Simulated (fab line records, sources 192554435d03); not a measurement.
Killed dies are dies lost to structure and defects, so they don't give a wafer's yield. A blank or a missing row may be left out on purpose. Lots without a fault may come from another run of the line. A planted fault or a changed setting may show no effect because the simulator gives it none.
fab line records | flow n5_finfet
record lots=24 wafers=72 last_day=18
route steps=1938 shown BEOL_M9@1456 BEOL_M10@1488
lots that met no fault: from a run of the same line without faults
start_h: hours from the record's first day to the start of the lot's first wafer shown | wait_h: hours since the lot's step before | " the same as in the row above | L1.1+2: a row that stands for several wafers | - no value, or no start given | * or withheld: withheld | < > ~ a bound
route shown NAME@n: a module of which the file shows steps, and the number in the route of the first | usual: mean/standard deviation of fault-free wafers | same: alike in all rows | chamber/n: place in a boat | sites: the reading at each site | _std_site: their standard deviation | _edge_site: outer sites' mean less inner sites' | radius_mm: how far each site lies from the wafer's centre | mask NAME#n: copy n | behind: the tool/chamber that last shaped the wafer | hold: why the lot was held/for how many hours/how that ended | device: the transistor (n, p or np) that didn't switch | end of line: the same wafers' tests at the end of the route | a step without rows: its recipe alone | killed: dies lost to structure and defects at the first sort, not the wafer's yield | map: a wafer's dies, x killed, . not, _ none there
set.NAME: the setting as run; set.NAME@STEP: as run at that earlier step | model.NAME: the simulator's own value behind a step, which no gauge read
steps of the route over a sample of lots; a table a step, a row a wafer
services: from which hour (start_h, from the record's first day; less than 0 if before it) a tool's chamber was out of use, for how many hours, and why
## steps
# step N5_BEOL_M9_DEGAS_44
# recipe ambient=vacuum temp_c=250 time_s=60
# usual heater_power_w=326/45
# columns lot.wafer tool chamber start_h wait_h heater_power_w
L075.1 pvd_sputter-01 - 215.25 0.4 265
L075.4 " - " " 312
L075.6 " - " " 295
L074.2 pvd_sputter-02 - 218.90 0.4 348
L074.3 " - " " 273
L074.4 " - " " 362
L077.2 pvd_sputter-02 - 222.74 0.3 348
L077.4 " - " " 274
L077.5 " - " " 371
L076.2 pvd_sputter-01 - 225.87 0.3 315
L076.3 " - " " 298
L076.5 " - " " 299
L078.2 pvd_sputter-01 - 244.33 0.4 317
L078.5 " - " " 264
L078.6 " - " " 314
L079.2 pvd_sputter-03 - 246.26 0.7 362
L079.4 " - " " 419
L079.6 " - " " 356
L081.3 pvd_sputter-03 - 256.14 0.6 354
L081.5 " - " " 363
L081.6 " - " " 288
L082.1 pvd_sputter-02 - 267.06 1.1 369
L082.2 " - " " 278
L082.3 " - " " 373
L080.4 pvd_sputter-03 - 269.66 0.2 351
L080.5 " - " " 366
L080.6 " - " " 418
L083.1 pvd_sputter-02 - 273.51 0.3 362
L083.3 " - " " 348
L083.4 " - " " 279
L086.1 pvd_sputter-02 - 285.43 0.3 379
L086.2 " - " " 357
L086.4 " - " " 355
L085.2 pvd_sputter-02 - 285.71 0.5 279
L085.4 " - " " 365
L085.6 " - " " 370
L084.3 pvd_sputter-02 - 286.31 0.6 374
L084.4 " - " " 361
L084.6 " - " " 278
L088.2 pvd_sputter-01 - 291.98 0.2 266
L088.3 " - " " 306
L088.6 " - " " 271
L087.1 pvd_sputter-01 - 292.19 0.5 307
L087.3 " - " " 298
L087.6 " - " " 263
L089.1 pvd_sputter-01 - 308.18 1.3 309
L089.2 " - " " 288
L089.3 " - " " 264
L090.1 pvd_sputter-03 - 308.72 0.5 353
L090.2 " - " " 425
L090.3 " - " " 350
L092.4 pvd_sputter-01 - 315.60 0.4 307
L092.5 " - " " 304
L092.6 " - " " 267
L093.1 pvd_sputter-01 - 324.56 0.4 324
L093.5 " - " " 292
L093.6 " - " " 316
L091.1 pvd_sputter-03 - 325.43 0.5 429
L091.2 " - " " 346
L091.6 " - " " 424
L094.3 pvd_sputter-03 - 333.47 0.4 280
L094.4 " - " " 352
L094.6 " - " " 348
L095.2 pvd_sputter-03 - 341.82 0.3 421
L095.3 " - " " 341
L095.6 " - " " 349
L096.1 pvd_sputter-02 - 347.73 0.7 372
L096.4 " - " " 372
L096.6 " - " " 352
L097.1 pvd_sputter-01 - 369.56 0.3 301
L097.2 " - " " 295
L097.4 " - " " 318
# step N5_BEOL_M9_SURFACE_TREAT_79
# recipe gas=Ar time_s=* ion_energy_ev=* ion_current_ma_cm2=0.5 pressure_mtorr=* ar_flow_sccm=30
# usual throttle_valve_pct=*
# columns lot.wafer tool chamber start_h wait_h throttle_valve_pct
L075.1 pvd_sputter-01 - 217.25 1.7 *
L075.4 " - " " *
L075.6 " - " " *
L074.2 pvd_sputter-02 - 219.40 0.2 *
L074.3 " - " " *
L074.4 " - " " *
L077.2 pvd_sputter-02 - 223.20 0.2 *
L077.4 " - " " *
L077.5 " - " " *
L076.2 pvd_sputter-01 - 226.35 0.2 *
L076.3 " - " " *
L076.5 " - " " *
L078.2 pvd_sputter-03 - 245.10 0.5 *
L078.5 " - " " *
L078.6 " - " " *
L079.2 pvd_sputter-03 - 246.76 0.2 *
L079.4 " - " " *
L079.6 " - " " *
L081.3 pvd_sputter-03 - 256.70 0.3 *
L081.5 " - " " *
L081.6 " - " " *
L082.1 pvd_sputter-02 - 267.49 0.2 *
L082.2 " - " " *
L082.3 " - " " *
L080.4 pvd_sputter-01 - 270.39 0.4 *
L080.5 " - " " *
L080.6 " - " " *
L083.1 pvd_sputter-01 - 273.97 0.2 *
L083.3 " - " " *
L083.4 " - " " *
L086.1 pvd_sputter-03 - 285.86 0.2 *
L086.2 " - " " *
L086.4 " - " " *
L085.2 pvd_sputter-02 - 286.23 0.3 *
L085.4 " - " " *
L085.6 " - " " *
L084.3 pvd_sputter-03 - 287.95 1.4 *
L084.4 " - " " *
L084.6 " - " " *
L088.2 pvd_sputter-03 - 292.55 0.3 *
L088.3 " - " " *
L088.6 " - " " *
L087.1 pvd_sputter-03 - 292.75 0.2 *
L087.3 " - " " *
L087.6 " - " " *
L089.1 pvd_sputter-01 - 308.62 0.2 *
L089.2 " - " " *
L089.3 " - " " *
L090.1 pvd_sputter-01 - 309.28 0.2 *
L090.2 " - " " *
L090.3 " - " " *
L092.4 pvd_sputter-01 - 316.00 0.2 *
L092.5 " - " " *
L092.6 " - " " *
L093.1 pvd_sputter-03 - 324.99 0.2 *
L093.5 " - " " *
L093.6 " - " " *
L091.1 pvd_sputter-03 - 327.49 1.8 *
L091.2 " - " " *
L091.6 " - " " *
L094.3 pvd_sputter-03 - 333.93 0.2 *
L094.4 " - " " *
L094.6 " - " " *
L095.2 pvd_sputter-02 - 342.50 0.4 *
L095.3 " - " " *
L095.6 " - " " *
L096.1 pvd_sputter-01 - 348.31 0.3 *
L096.4 " - " " *
L096.6 " - " " *
L097.1 pvd_sputter-02 - 369.94 0.2 *
L097.2 " - " " *
L097.4 " - " " *
# step N5_BEOL_M9_SPUTTER_48
# recipe material=Cu target_thk_a=120 temp_c=-20 bias_v=60 power_w=26000 chamber_pressure_pa=0.13 time_s=2
# usual throttle_valve_pct=30.3/0.98
# columns lot.wafer tool chamber start_h wait_h throttle_valve_pct
L075.1 pvd_sputter-02 - 217.52 0.1 31.9
L075.4 " - " " 29.9
L075.6 " - " " 30.0
L074.2 pvd_sputter-02 - 219.62 0.1 30.6
L074.3 " - " " 30.0
L074.4 " - " " 30.1
L077.2 pvd_sputter-03 - 223.62 0.2 29.5
L077.4 " - " " 30.8
L077.5 " - " " 29.7
L076.2 pvd_sputter-02 - 226.56 0.1 30.6
L076.3 " - " " 32.1
L076.5 " - " " 30.1
L078.2 pvd_sputter-03 - 245.74 0.3 29.3
L078.5 " - " " 30.7
L078.6 " - " " 31.0
L079.2 pvd_sputter-03 - 246.94 0.1 31.1
L079.4 " - " " 29.5
L079.6 " - " " 30.8
L081.3 pvd_sputter-02 - 256.91 0.1 30.3
L081.5 " - " " 32.0
L081.6 " - " " 29.8
L082.1 pvd_sputter-03 - 267.70 0.1 31.0
L082.2 " - " " 30.8
L082.3 " - " " 29.7
L080.4 pvd_sputter-01 - 270.61 0.0 28.7
L080.5 " - " " 28.6
L080.6 " - " " 29.8
L083.1 pvd_sputter-02 - 274.23 0.1 32.3
L083.3 " - " " 30.0
L083.4 " - " " 30.2
L086.1 pvd_sputter-03 - 286.03 0.1 29.2
L086.2 " - " " 30.7
L086.4 " - " " 29.3
L085.2 pvd_sputter-02 - 286.43 0.1 30.1
L085.4 " - " " 30.6
L085.6 " - " " 29.8
L084.3 pvd_sputter-01 - 288.22 0.1 31.3
L084.4 " - " " 31.6
L084.6 " - " " 31.6
L088.2 pvd_sputter-03 - 292.79 0.1 31.0
L088.3 " - " " 30.6
L088.6 " - " " 29.7
L087.1 pvd_sputter-03 - 293.09 0.2 29.7
L087.3 " - " " 30.6
L087.6 " - " " 30.9
L089.1 pvd_sputter-03 - 308.80 0.1 30.8
L089.2 " - " " 30.6
L089.3 " - " " 29.4
L090.1 pvd_sputter-01 - 309.68 0.2 28.6
L090.2 " - " " 30.0
L090.3 " - " " 31.3
L092.4 pvd_sputter-01 - 316.36 0.1 31.8
L092.5 " - " " 29.8
L092.6 " - " " 31.2
L093.1 pvd_sputter-01 - 325.32 0.2 28.2
L093.5 " - " " 28.6
L093.6 " - " " 31.1
L091.1 pvd_sputter-02 - 328.01 0.2 29.9
L091.2 " - " " 30.0
L091.6 " - " " 30.3
L094.3 pvd_sputter-03 - 334.11 0.1 29.4
L094.4 " - " " 31.1
L094.6 " - " " 31.1
L095.2 pvd_sputter-02 - 342.78 0.2 30.3
L095.3 " - " " 29.8
L095.6 " - " " 32.2
L096.1 pvd_sputter-01 - 348.51 0.1 29.9
L096.4 " - " " 31.0
L096.6 " - " " 29.8
L097.1 pvd_sputter-01 - 371.80 1.7 31.5
L097.2 " - " " 31.2
L097.4 " - " " 29.6
# step N5_BEOL_M10_ETCH_62
# recipe chemistry=N2/H2 target=SOC target_depth_a=1100 overetch_a=220 mask_material=SiARC temp_c=40 time_s=165 ion_energy_ev=200 pressure_mtorr=30 source_w=840 bias_w=150 n2_flow_sccm=200 h2_flow_sccm=200
# usual drypump_motor_current_A=5.5/0.51 h2_flow_sccm=200.0/0.59 oes_product_au=0.70/0.058 rf_vpp_V=523.4/2.4 showerhead_plenum_p_Torr=2.53/0.08 throttle_valve_pct=17.75/0.28
# columns lot.wafer tool chamber start_h wait_h drypump_motor_current_A h2_flow_sccm oes_product_au rf_hours_counter_h rf_vpp_V showerhead_plenum_p_Torr throttle_valve_pct
L075.1 rie_diel-02 2 220.78 0.0 5.2 199.1 0.69 76 523.1 2.48 17.79
L075.4 " 3 " " 5.3 199.5 0.74 45 528.6 2.68 17.47
L075.6 " 3 " " 5.3 199.7 0.75 - 529.0 2.68 17.49
L074.2 rie_diel-04 0 223.23 0.0 5.0 201.2 0.80 5 522.8 2.52 17.93
L074.3 " 3 " " 6.2 200.7 0.76 17 522.0 2.49 17.40
L074.4 " 1 " " 6.0 200.9 0.61 217 525.3 2.61 18.25
L077.2 rie_diel-04 0 227.12 0.0 5.0 199.1 0.79 7 520.9 2.52 17.93
L077.4 " 2 " " 5.1 199.8 0.75 28 519.3 2.49 17.63
L077.5 " 3 " " 6.2 200.7 0.76 - 522.1 2.49 17.38
L076.2 rie_diel-03 3 229.68 0.0 5.1 200.9 0.61 169 527.2 2.65 17.95
L076.3 " 0 " " 6.2 199.0 0.73 41 521.9 2.48 18.03
L076.5 " 0 " " 6.1 199.4 0.73 - 522.0 2.48 18.00
L078.2 rie_diel-03 3 252.23 0.0 5.2 200.9 0.62 176 527.4 2.65 17.94
L078.5 " 1 " " 5.3 199.1 0.68 - 521.7 2.45 17.48
L078.6 " 0 " " 6.1 199.5 0.72 - 521.3 2.48 18.01
L079.2 rie_diel-03 0 252.93 0.0 6.1 200.6 0.73 50 524.1 2.48 18.03
L079.4 " 0 " " 6.2 199.7 0.72 - 522.6 2.48 18.02
L079.6 " 1 " " 5.3 199.4 0.68 - 522.1 2.45 17.48
L081.3 rie_diel-03 0 262.73 0.0 6.2 201.0 0.72 54 521.6 2.48 18.04
L081.5 " 3 " " 5.1 199.0 0.61 - 527.1 2.65 17.96
L081.6 " 1 " " 5.3 199.2 0.67 - 522.4 2.45 17.48
L082.1 rie_diel-02 2 270.38 0.0 5.1 199.0 0.68 93 521.3 2.48 17.84
L082.2 " 1 " " 6.4 199.7 0.76 31 524.0 2.48 17.21
L082.3 " 3 " " 5.3 200.5 0.73 62 527.4 2.67 17.52
L080.4 rie_diel-02 2 273.95 0.1 5.1 199.7 0.67 - 521.5 2.47 17.83
L080.5 " 1 " " 6.4 199.5 0.76 - 521.7 2.48 17.20
L080.6 " 3 " " 5.3 200.3 0.72 - 528.1 2.67 17.51
L083.1 rie_diel-04 1 279.24 0.0 6.0 199.3 0.59 240 525.2 2.60 18.30
L083.3 " 0 " " 5.0 200.4 0.76 17 521.3 2.52 17.96
L083.4 " 2 " " 5.1 199.3 0.72 51 522.7 2.48 17.67
L086.1 rie_diel-03 0 289.53 0.0 6.2 199.9 0.70 64 523.1 2.48 18.06
L086.2 " 3 " " 5.2 200.0 0.61 190 526.3 2.64 17.98
L086.4 " 1 " " 5.3 200.7 0.67 113 520.3 2.45 17.51
L085.2 rie_diel-04 3 289.57 0.0 6.2 200.6 0.72 44 521.9 2.48 17.44
L085.4 " 0 " " 5.0 199.7 0.76 22 522.5 2.52 17.95
L085.6 " 1 " " 6.0 200.2 0.58 - 526.5 2.60 18.29
L084.3 rie_diel-03 0 291.93 0.0 6.1 199.4 0.71 65 521.1 2.47 18.07
L084.4 " 2 " " 5.9 199.6 0.80 8 522.3 2.50 17.61
L084.6 " 1 " " 5.3 200.6 0.67 - 520.3 2.44 17.51
L088.2 rie_diel-02 0 297.00 0.0 5.1 200.0 0.81 3 528.0 2.71 17.74
L088.3 " 1 " " 6.4 199.9 0.74 43 522.7 2.48 17.22
L088.6 " 2 " " 5.1 199.6 0.68 - 521.9 2.47 17.85
L087.1 rie_diel-04 2 297.22 0.0 5.1 199.3 0.71 58 520.7 2.48 17.66
L087.3 " 3 " " 6.2 200.0 0.72 47 521.5 2.48 17.44
L087.6 " 2 " " 5.1 199.2 0.71 - 522.4 2.48 17.69
L089.1 rie_diel-02 3 312.61 0.0 5.3 200.6 0.71 75 528.2 2.67 17.55
L089.2 " 2 " " 5.2 200.5 0.66 109 521.4 2.47 17.84
L089.3 " 1 " " 6.4 200.3 0.74 47 521.9 2.48 17.24
L090.1 rie_diel-04 2 312.88 0.0 5.1 199.7 0.71 65 522.4 2.48 17.67
L090.2 " 3 " " 6.1 199.3 0.71 54 524.2 2.48 17.46
L090.3 " 0 " " 5.0 199.7 0.74 32 522.9 2.51 17.96
L092.4 rie_diel-04 2 320.58 0.1 5.1 200.5 0.70 - 521.9 2.47 17.67
L092.5 " 3 " " 6.2 199.2 0.71 - 522.6 2.48 17.47
L092.6 " 0 " " 5.0 199.6 0.73 - 522.9 2.51 17.98
L093.1 rie_diel-02 1 329.59 0.0 6.4 200.3 0.73 55 521.6 2.47 17.25
L093.5 " 3 " " 5.3 199.9 0.70 - 525.3 2.67 17.55
L093.6 " 2 " " 5.2 199.6 0.66 - 522.9 2.47 17.87
L091.1 rie_diel-04 0 331.21 0.0 5.0 199.9 0.74 40 523.0 2.51 17.98
L091.2 " 1 " " 6.0 199.8 0.81 2 524.7 2.60 17.76
L091.6 " 0 " " 5.0 200.3 0.74 - 523.2 2.51 17.98
L094.3 rie_diel-03 0 338.44 0.0 6.1 200.2 0.68 84 522.3 2.47 18.10
L094.4 " 1 " " 5.3 199.8 0.66 133 521.7 2.44 17.54
L094.6 " 2 " " 5.9 199.2 0.76 - 522.6 2.49 17.62
L095.2 rie_diel-04 1 345.25 0.0 6.0 200.3 0.79 7 525.9 2.60 17.77
L095.3 " 2 " " 5.1 199.4 0.70 76 521.7 2.47 17.69
L095.6 " 1 " " 6.0 199.6 0.80 - 526.8 2.60 17.75
L096.1 rie_diel-04 2 352.51 0.0 5.1 200.0 0.69 79 522.0 2.47 17.72
L096.4 " 3 " " 6.2 199.6 0.70 69 522.4 2.47 17.45
L096.6 " 2 " " 5.1 199.3 0.70 - 520.8 2.47 17.70
L097.1 rie_diel-02 1 375.74 0.0 6.4 199.9 0.71 72 522.6 2.47 17.27
L097.2 " 2 " " 5.1 199.7 0.65 134 521.9 2.46 17.90
L097.4 " 0 " " 5.1 200.2 0.75 - 529.0 2.70 17.76
# step N5_BEOL_M10_DESCUM_33
# recipe chemistry=O2 time_s=7.9 source_power_w=50 bias_power_w=20 pressure_mtorr=20 rf_frequency_hz=2.712e+07 temp_c=40 resist=CAR-ArF o2_flow_sccm=225
# usual drypump_motor_current_A=5.6/0.51 oes_product_au=0.83/0.076 rf_vpp_V=242.9/1.4 showerhead_plenum_p_Torr=2.08/0.07 throttle_valve_pct=20.35/0.26
# columns lot.wafer tool chamber start_h wait_h drypump_motor_current_A oes_product_au rf_hours_counter_h rf_vpp_V showerhead_plenum_p_Torr throttle_valve_pct
L075.1 rie_diel-02 1 221.70 0.1 6.4 0.94 14 241.9 2.05 19.83
L075.4 " 0 " " 5.1 0.68 234 241.6 1.97 20.85
L075.6 " 3 " " 5.3 0.88 - 245.7 2.22 20.32
L074.2 rie_diel-03 3 224.77 0.0 5.2 0.72 166 243.0 2.15 20.30
L074.3 " 1 " " 5.3 0.79 89 242.5 2.05 20.30
L074.4 " 1 " " 5.3 0.79 - 242.4 2.05 20.29
L077.2 rie_diel-03 2 228.64 0.6 5.8 0.68 243 242.4 2.07 20.55
L077.4 " 0 " " 6.1 0.88 41 241.8 2.05 20.73
L077.5 " 1 " " 5.3 0.80 - 241.9 2.05 20.31
L076.2 rie_diel-02 3 231.66 0.0 5.3 0.89 49 244.4 2.22 20.34
L076.3 " 1 " " 6.4 0.94 18 243.7 2.05 19.83
L076.5 " 2 " " 5.1 0.83 - 241.7 2.04 20.34
L078.2 rie_diel-04 1 254.83 0.0 6.0 0.71 230 243.6 2.15 20.88
L078.5 " 3 " " 6.2 0.87 - 242.8 2.05 20.13
L078.6 " 1 " " 6.0 0.72 - 244.1 2.15 20.89
L079.2 rie_diel-03 0 254.87 0.0 6.1 0.86 51 241.5 2.05 20.77
L079.4 " 0 " " 6.2 0.86 - 242.0 2.05 20.77
L079.6 " 1 " " 5.3 0.79 - 241.7 2.04 20.33
L081.3 rie_diel-03 0 263.88 0.1 6.1 0.86 54 242.2 2.05 20.76
L081.5 " 0 " " 6.1 0.87 - 241.2 2.05 20.76
L081.6 " 1 " " 5.3 0.79 - 241.0 2.04 20.32
L082.1 rie_diel-04 1 272.34 0.0 6.0 0.71 237 245.6 2.15 20.90
L082.2 " 3 " " 6.1 0.86 37 242.1 2.05 20.14
L082.3 " 0 " " 5.0 0.93 15 243.4 2.03 20.20
L080.4 rie_diel-02 2 278.77 0.4 5.2 0.82 - 242.5 2.03 20.39
L080.5 " 2 " " 5.1 0.81 - 243.5 2.03 20.39
L080.6 " 1 " " 6.4 0.90 - 241.3 2.04 19.85
L083.1 rie_diel-03 3 281.71 0.0 5.2 0.70 188 243.8 2.15 20.35
L083.3 " 1 " " 5.3 0.77 110 240.3 2.04 20.34
L083.4 " 0 " " 6.1 0.85 61 242.8 2.05 20.78
L085.2 rie_diel-02 3 290.84 0.0 5.3 0.85 68 246.5 2.22 20.35
L085.4 " 1 " " 6.4 0.89 41 244.0 2.04 19.87
L085.6 " 0 " " 5.1 0.96 - 245.6 2.22 20.40
L086.1 rie_diel-02 3 291.31 0.3 5.3 0.84 68 244.9 2.22 20.36
L086.2 " 2 " " 5.1 0.79 102 242.1 2.03 20.39
L086.4 " 1 " " 6.4 0.88 41 242.5 2.04 19.88
L084.3 rie_diel-03 2 294.29 0.0 5.9 0.93 8 242.0 2.07 20.20
L084.4 " 0 " " 6.1 0.84 65 242.2 2.05 20.78
L084.6 " 0 " " 6.1 0.83 - 243.5 2.05 20.80
L088.2 rie_diel-03 3 298.99 0.0 5.1 0.69 194 245.2 2.14 20.37
L088.3 " 1 " " 5.3 0.77 116 242.2 2.04 20.35
L088.6 " 2 " " 5.9 0.92 - 241.1 2.07 20.20
L087.1 rie_diel-02 3 299.34 0.1 5.3 0.85 71 244.4 2.22 20.35
L087.3 " 2 " " 5.2 0.80 105 241.0 2.03 20.39
L087.6 " 2 " " 5.1 0.81 - 242.6 2.03 20.38
L089.1 rie_diel-03 1 313.82 0.2 5.3 0.76 123 240.7 2.04 20.36
L089.2 " 0 " " 6.1 0.82 74 242.4 2.04 20.79
L089.3 " 2 " " 5.8 0.91 16 241.7 2.06 20.20
L090.1 rie_diel-02 0 313.85 0.1 5.1 0.93 7 244.6 2.22 20.41
L090.2 " 3 " " 5.3 0.83 76 245.3 2.21 20.37
L090.3 " 2 " " 5.1 0.80 110 242.2 2.03 20.39
L092.4 rie_diel-02 2 321.45 0.0 5.2 0.80 - 241.6 2.03 20.41
L092.5 " 1 " " 6.4 0.88 - 242.4 2.04 19.88
L092.6 " 3 " " 5.3 0.85 - 244.4 2.21 20.38
L093.1 rie_diel-04 1 333.20 0.0 6.0 0.97 3 242.5 2.14 20.38
L093.5 " 2 " " 5.1 0.84 - 243.9 2.04 20.39
L093.6 " 3 " " 6.1 0.83 - 242.2 2.04 20.18
L091.1 rie_diel-02 2 333.37 0.0 5.1 0.78 118 241.0 2.02 20.40
L091.2 " 1 " " 6.4 0.86 56 242.0 2.03 19.89
L091.6 " 2 " " 5.1 0.79 - 242.3 2.02 20.40
L094.3 rie_diel-04 2 340.37 0.1 5.1 0.84 75 241.8 2.04 20.41
L094.4 " 0 " " 5.0 0.86 42 241.4 2.02 20.22
L094.6 " 3 " " 6.1 0.83 - 242.8 2.04 20.17
L095.2 rie_diel-04 3 347.11 0.4 6.2 0.82 67 242.2 2.04 20.19
L095.3 " 1 " " 6.0 0.96 7 243.8 2.14 20.39
L095.6 " 3 " " 6.2 0.82 - 243.1 2.04 20.18
L096.1 rie_diel-02 2 355.09 0.0 5.1 0.77 126 242.1 2.02 20.41
L096.4 " 3 " " 5.3 0.82 91 245.0 2.21 20.40
L096.6 " 1 " " 6.4 0.85 - 243.9 2.03 19.91
L097.1 rie_diel-03 3 376.57 0.0 5.1 0.68 223 243.1 2.13 20.41
L097.2 " 0 " " 6.1 0.81 98 242.0 2.03 20.83
L097.4 " 2 " " 5.8 0.86 - 242.6 2.06 20.25
# step N5_BEOL_M10_ETCH_66
# recipe chemistry=N2/H2 target=SOC target_depth_a=1200 overetch_a=240 mask_material=SiARC temp_c=40 time_s=180 ion_energy_ev=200 pressure_mtorr=30 source_w=840 bias_w=150 n2_flow_sccm=200 h2_flow_sccm=200
# usual drypump_motor_current_A=5.6/0.51 h2_flow_sccm=200.1/0.62 oes_product_au=0.67/0.058 rf_vpp_V=523.5/2.6 showerhead_plenum_p_Torr=2.53/0.089 throttle_valve_pct=17.71/0.29
# columns lot.wafer tool chamber start_h wait_h drypump_motor_current_A h2_flow_sccm oes_product_au rf_hours_counter_h rf_vpp_V showerhead_plenum_p_Torr throttle_valve_pct
L075.1 rie_diel-02 1 221.78 0.0 6.4 201.6 0.75 14 523.4 2.49 17.17
L075.4 " 0 " " 5.1 199.9 0.56 234 518.6 2.39 18.20
L075.6 " 3 " " 5.3 199.8 0.72 - 526.9 2.68 17.47
L074.2 rie_diel-03 3 224.85 0.0 5.2 200.0 0.59 166 526.6 2.66 17.94
L074.3 " 1 " " 5.3 199.6 0.66 89 520.8 2.46 17.47
L074.4 " 1 " " 5.3 199.9 0.65 - 521.4 2.46 17.46
L077.2 rie_diel-03 2 228.72 0.0 5.9 200.4 0.56 243 522.2 2.51 18.00
L077.4 " 0 " " 6.1 200.6 0.70 41 523.9 2.48 18.01
L077.5 " 1 " " 5.3 201.4 0.66 - 522.5 2.45 17.47
L076.2 rie_diel-02 3 231.75 0.0 5.3 199.8 0.70 49 528.3 2.68 17.49
L076.3 " 1 " " 6.4 199.3 0.75 18 521.7 2.49 17.18
L076.5 " 2 " " 5.1 199.6 0.66 - 521.8 2.48 17.81
L078.2 rie_diel-04 1 254.91 0.0 6.0 200.2 0.58 230 526.6 2.61 18.26
L078.5 " 3 " " 6.1 200.8 0.71 - 523.1 2.49 17.41
L078.6 " 1 " " 6.0 200.4 0.57 - 527.4 2.61 18.28
L079.2 rie_diel-03 0 254.96 0.0 6.1 199.5 0.69 51 522.5 2.48 18.01
L079.4 " 0 " " 6.1 200.2 0.69 - 522.5 2.48 18.04
L079.6 " 1 " " 5.3 200.7 0.65 - 522.9 2.45 17.48
L081.3 rie_diel-03 0 263.97 0.0 6.1 201.5 0.68 54 521.2 2.48 18.02
L081.5 " 0 " " 6.1 201.3 0.69 - 521.8 2.48 18.03
L081.6 " 1 " " 5.3 199.3 0.64 - 522.5 2.45 17.51
L082.1 rie_diel-04 1 272.43 0.0 6.0 200.6 0.57 237 524.7 2.61 18.28
L082.2 " 3 " " 6.2 200.3 0.70 37 522.6 2.48 17.41
L082.3 " 0 " " 5.0 198.6 0.73 15 521.6 2.52 17.94
L080.4 rie_diel-02 2 278.93 0.1 5.1 200.9 0.64 - 522.0 2.47 17.83
L080.5 " 2 " " 5.2 199.1 0.64 - 522.2 2.47 17.83
L080.6 " 1 " " 6.4 199.1 0.72 - 522.7 2.48 17.21
L083.1 rie_diel-03 3 281.80 0.0 5.2 200.3 0.58 188 526.6 2.65 17.97
L083.3 " 1 " " 5.3 200.8 0.64 111 521.2 2.45 17.49
L083.4 " 0 " " 6.2 200.7 0.69 61 521.7 2.48 18.04
L085.2 rie_diel-02 3 290.93 0.0 5.3 200.8 0.69 68 528.0 2.67 17.51
L085.4 " 1 " " 6.4 199.7 0.71 41 521.8 2.48 17.22
L085.6 " 0 " " 5.1 199.5 0.78 - 528.7 2.71 17.71
L086.1 rie_diel-02 3 291.39 0.0 5.3 200.6 0.69 68 526.2 2.67 17.51
L086.2 " 2 " " 5.1 199.6 0.64 102 523.7 2.47 17.83
L086.4 " 1 " " 6.4 198.9 0.71 41 523.8 2.48 17.21
L084.3 rie_diel-03 2 294.38 0.0 5.9 200.4 0.76 8 523.3 2.50 17.59
L084.4 " 0 " " 6.1 200.5 0.67 65 522.7 2.47 18.04
L084.6 " 0 " " 6.1 201.0 0.67 - 521.1 2.47 18.06
L088.2 rie_diel-03 3 299.08 0.0 5.1 200.2 0.58 194 526.7 2.64 17.98
L088.3 " 1 " " 5.3 200.6 0.63 116 521.6 2.44 17.50
L088.6 " 2 " " 5.8 199.2 0.76 - 521.6 2.50 17.59
L087.1 rie_diel-02 3 299.42 0.0 5.3 199.3 0.68 71 528.5 2.67 17.53
L087.3 " 2 " " 5.1 199.7 0.64 106 519.6 2.47 17.85
L087.6 " 2 " " 5.2 199.6 0.64 - 521.7 2.47 17.85
L089.1 rie_diel-03 1 313.91 0.0 5.3 199.1 0.64 123 522.7 2.44 17.50
L089.2 " 0 " " 6.1 200.1 0.66 74 520.3 2.47 18.07
L089.3 " 2 " " 5.9 200.4 0.74 16 521.0 2.50 17.63
L090.1 rie_diel-02 0 313.94 0.0 5.1 200.5 0.76 7 528.5 2.70 17.73
L090.2 " 3 " " 5.3 199.9 0.68 76 527.3 2.67 17.54
L090.3 " 2 " " 5.2 199.9 0.63 110 520.4 2.47 17.86
L092.4 rie_diel-02 2 321.57 0.1 5.2 200.0 0.63 - 520.9 2.47 17.85
L092.5 " 1 " " 6.4 200.5 0.69 - 522.3 2.48 17.23
L092.6 " 3 " " 5.3 200.3 0.68 - 528.0 2.67 17.54
L093.1 rie_diel-04 1 333.28 0.0 6.0 200.4 0.77 3 525.5 2.60 17.76
L093.5 " 2 " " 5.1 199.8 0.67 - 520.4 2.47 17.69
L093.6 " 3 " " 6.2 201.0 0.67 - 521.3 2.47 17.48
L091.1 rie_diel-02 2 333.45 0.0 5.2 200.3 0.63 118 522.9 2.46 17.86
L091.2 " 1 " " 6.4 199.7 0.69 56 523.8 2.47 17.24
L091.6 " 2 " " 5.1 200.0 0.63 - 521.5 2.46 17.86
L094.3 rie_diel-04 2 340.46 0.0 5.1 199.9 0.67 75 521.5 2.47 17.70
L094.4 " 0 " " 5.0 200.5 0.69 42 522.0 2.51 17.99
L094.6 " 3 " " 6.2 199.6 0.67 - 522.7 2.47 17.48
L095.2 rie_diel-04 3 347.20 0.0 6.2 200.9 0.67 67 520.1 2.47 17.47
L095.3 " 1 " " 6.0 199.4 0.76 7 524.9 2.60 17.75
L095.6 " 3 " " 6.2 201.3 0.66 - 522.1 2.47 17.48
L096.1 rie_diel-02 2 355.17 0.0 5.2 200.0 0.62 126 520.3 2.46 17.88
L096.4 " 3 " " 5.3 200.6 0.67 91 528.0 2.66 17.59
L096.6 " 1 " " 6.4 201.8 0.68 - 521.1 2.47 17.26
L097.1 rie_diel-03 3 376.65 0.0 5.1 199.9 0.56 223 525.7 2.63 18.03
L097.2 " 0 " " 6.1 200.6 0.65 98 522.1 2.46 18.12
L097.4 " 2 " " 5.9 199.8 0.70 - 523.7 2.49 17.66
## services
# columns tool chamber start_h hours kind
rie_diel-03 1 204.96 8.0 repair
rie_diel-03 0 222.41 3.9 repair
rie_diel-04 0 244.97 22.3 repair
rie_diel-03 2 251.38 - clean
rie_diel-03 2 251.38 - consumable_replace:focus_ring
pvd_sputter-01 - 260.51 3.0 repair
rie_diel-02 0 267.08 - clean
rie_diel-02 0 267.08 - consumable_replace:focus_ring
rie_diel-02 0 267.08 - consumable_replace:showerhead
rie_diel-02 0 267.08 22.5 scheduled_down
rie_diel-02 0 267.08 22.5 vent_cycle
rie_diel-02 3 277.74 6.1 repair
rie_diel-04 1 305.74 - clean
rie_diel-04 1 305.74 - consumable_replace:focus_ring
rie_diel-04 1 305.74 17.1 scheduled_down
rie_diel-04 1 305.74 17.1 vent_cycle
rie_diel-02 - 307.01 4.3 pm
rie_diel-02 0 321.23 8.0 repair
rie_diel-03 3 348.19 4.0 repair
rie_diel-03 1 368.65 27.6 repair
rie_diel-02 3 373.97 29.1 repair
## key
fault none
